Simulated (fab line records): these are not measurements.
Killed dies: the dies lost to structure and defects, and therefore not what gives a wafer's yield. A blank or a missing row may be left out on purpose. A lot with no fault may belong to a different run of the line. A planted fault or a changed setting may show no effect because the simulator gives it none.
Matching of chambers + flow n5 finfet + N5_BEOL_M1_ETCH_64 on rie diel-01: 3 sister chambers
The step etches SOC in N2/H2, target depth 75 nm, overetch 15 nm, time 112.5 s. 3 wafers are shown with their chamber, then 7 later ones without.

## EACH WAFER AND ITS CHAMBER
| wafer  | chamber | drypump motor current A (A) |
|--------|---------|-----------------------------|
| L087.5 | 2       | 5.1                         |
| L089.1 | 3       | 6.0                         |
| L089.2 | 1       | 6.4                         |

## WAFERS WITHOUT THEIR CHAMBER
| wafer  | drypump motor current A (A) |
|--------|-----------------------------|
| L089.6 | 5.2                         |
| L091.2 | 6.0                         |
| L091.3 | 5.2                         |
| L091.6 | 5.2                         |
| L096.2 | 6.4                         |
| L096.5 | 6.4                         |
| L096.6 | 5.2                         |

## THE CHAMBER EACH PASSED THROUGH
| wafer  | from the rows above | in truth |
|--------|---------------------|----------|
| L089.6 | 2                   | 2        |
| L091.2 | 3                   | 3        |
| L091.3 | 2                   | 2        |
| L091.6 | 2                   | 2        |
| L096.2 | 1                   | 1        |
| L096.5 | 1                   | 1        |
| L096.6 | 2                   | 2        |
Correctly placed: 7 of 7. Can't be placed from these rows: 0. Number placed wrongly: 0.
How it was worked out, from the rows above alone: a wafer's distance from a chamber is the root of the sum, over the readings, of the square of ((its reading less the chamber's mean) divided by the reading's scatter). If the next closest chamber is less than 2 further off than the closest, the wafer can't be placed; otherwise it belongs to the closest. For every chamber, the mean is computed from those of its wafers that are shown. The scatter: with one shown wafer a chamber, the root of the mean of the squares of how far each hidden wafer lies from its nearest shown one.
